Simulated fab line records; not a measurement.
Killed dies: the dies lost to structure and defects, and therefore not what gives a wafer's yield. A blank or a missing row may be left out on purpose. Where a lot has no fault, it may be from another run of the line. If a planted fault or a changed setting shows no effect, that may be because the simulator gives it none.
Matching of chambers	flow n5 finfet	4 sister chambers for N5_BEOL_M14_ETCH_67 on rie diel-03
The step etches SiARC in CF4, target depth 143 nm, time 238.3 s. 14 wafers are shown with their chamber, then 7 later ones without.

WAFERS PAIRED WITH THEIR CHAMBERS
wafer	chamber	showerhead plenum p Torr (Torr)	drypump motor current A (A)	throttle valve pct (%)
L075.1	1	2.09	5.5	15.64
L075.5	2	2.25	5.8	15.55
L075.6	3	2.11	5.3	15.22
L079.1	2	2.25	5.8	15.57
L079.4	3	2.10	5.3	15.25
L079.5	1	2.09	5.4	15.68
L081.4	1	2.09	5.5	15.67
L081.5	2	2.25	5.8	15.59
L081.6	1	2.09	5.4	15.67
L089.1	2	2.25	5.8	15.61
L089.2	0	2.03	5.7	15.99
L089.3	1	2.08	5.5	15.69
L089.4	3	2.10	5.3	15.27
L089.5	0	2.03	5.7	16.01

SIGNATURES (means of the wafers above)
reading	chamber 0	chamber 1	chamber 2	chamber 3	scatter within a chamber
showerhead plenum p Torr	2.0300	2.0880	2.2500	2.1033	0.00383
drypump motor current A	5.700	5.460	5.800	5.300	0.0346
throttle valve pct	16.0000	15.6700	15.5800	15.2467	0.0221
Rule: for a wafer and a chamber, the distance is found by dividing, reading by reading, the gap between the wafer's reading and the chamber's mean by the reading's scatter, squaring, summing and taking the root. If the next closest chamber is less than 2 further off than the closest, the wafer can't be placed; otherwise it belongs to the closest. The scatter: take each reading less its chamber's mean, square it, sum over the shown wafers, divide by the number of wafers less the number of chambers, and take the root.

WAFERS WHOSE CHAMBER IS MISSING
wafer	showerhead plenum p Torr (Torr)	drypump motor current A (A)	throttle valve pct (%)
L089.6	2.10	5.3	15.27
L087.3	2.03	5.7	16.00
L087.4	2.25	5.8	15.60
L087.6	2.10	5.3	15.28
L085.2	2.03	5.7	16.02
L085.3	2.08	5.4	15.70
L085.5	2.24	5.8	15.61

EACH ONE'S CHAMBER
wafer	from the rows above	in truth
L089.6	3	3
L087.3	0	0
L087.4	2	2
L087.6	3	3
L085.2	0	0
L085.3	1	1
L085.5	2	2
Placed correctly: 7 of 7. Can't be placed from these rows: 0. Placed wrongly: 0.
